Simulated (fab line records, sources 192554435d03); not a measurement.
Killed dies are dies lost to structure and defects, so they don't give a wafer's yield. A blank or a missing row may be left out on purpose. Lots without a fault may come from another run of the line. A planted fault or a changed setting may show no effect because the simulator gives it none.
Chamber matching | flow n5_finfet | N5_BEOL_M1_DESCUM_33 on rie_diel-02: 4 sister chambers
The step chemistry O2, time 7 s. 14 wafers are shown with their chamber, then 7 later ones without.

WAFERS WITH THEIR CHAMBER
wafer  | chamber | throttle_valve_pct (%) | showerhead_plenum_p_Torr (Torr) | oes_product_au (a.u.)
L076.1 | 0       | 20.82                  | 2.07                            | 0.72
L076.3 | 3       | 20.64                  | 2.09                            | 0.75
L076.5 | 0       | 20.80                  | 2.07                            | 0.72
L081.1 | 2       | 20.24                  | 2.11                            | 0.76
L081.2 | 1       | 19.99                  | 2.23                            | 0.97
L081.5 | 2       | 20.25                  | 2.11                            | 0.76
L083.1 | 2       | 20.26                  | 2.11                            | 0.76
L083.2 | 0       | 20.81                  | 2.07                            | 0.71
L083.5 | 2       | 20.26                  | 2.11                            | 0.75
L090.1 | 3       | 20.69                  | 2.08                            | 0.72
L090.4 | 1       | 20.01                  | 2.22                            | 0.92
L090.5 | 2       | 20.28                  | 2.11                            | 0.74
L091.1 | 3       | 20.68                  | 2.08                            | 0.72
L091.4 | 2       | 20.29                  | 2.10                            | 0.75

SIGNATURES (means of the wafers above)
reading                  | chamber 0 | chamber 1 | chamber 2 | chamber 3 | scatter within a chamber
throttle_valve_pct       | 20.8100   | 20.0000   | 20.2633   | 20.6700   | 0.0188
showerhead_plenum_p_Torr | 2.0700    | 2.2250    | 2.1083    | 2.0833    | 0.00447
oes_product_au           | 0.7167    | 0.9450    | 0.7533    | 0.7300    | 0.015
Rule: a wafer's distance from a chamber is the root of the sum, over the readings, of the square of ((its reading less the chamber's mean) divided by the reading's scatter). The wafer belongs to the nearest chamber; if the next one is less than 2 further off, it can't be placed. The scatter: the root of (the sum of the squares of (reading less its chamber's mean) over the shown wafers, divided by (wafers less chambers)).

WAFERS WITHOUT THEIR CHAMBER
wafer  | throttle_valve_pct (%) | showerhead_plenum_p_Torr (Torr) | oes_product_au (a.u.)
L091.5 | 20.27                  | 2.10                            | 0.74
L092.1 | 20.00                  | 2.22                            | 0.92
L092.4 | 20.28                  | 2.10                            | 0.74
L092.5 | 20.01                  | 2.22                            | 0.91
L096.1 | 20.03                  | 2.21                            | 0.90
L096.3 | 20.70                  | 2.08                            | 0.72
L096.5 | 20.71                  | 2.08                            | 0.71

WHICH CHAMBER EACH WENT THROUGH
wafer  | from the rows above | in truth
L091.5 | 2                   | 2
L092.1 | 1                   | 1
L092.4 | 2                   | 2
L092.5 | 1                   | 1
L096.1 | 1                   | 1
L096.3 | 3                   | 3
L096.5 | 3                   | 3
Placed correctly: 7 of 7. Can't be placed from these rows: 0. Placed wrongly: 0.
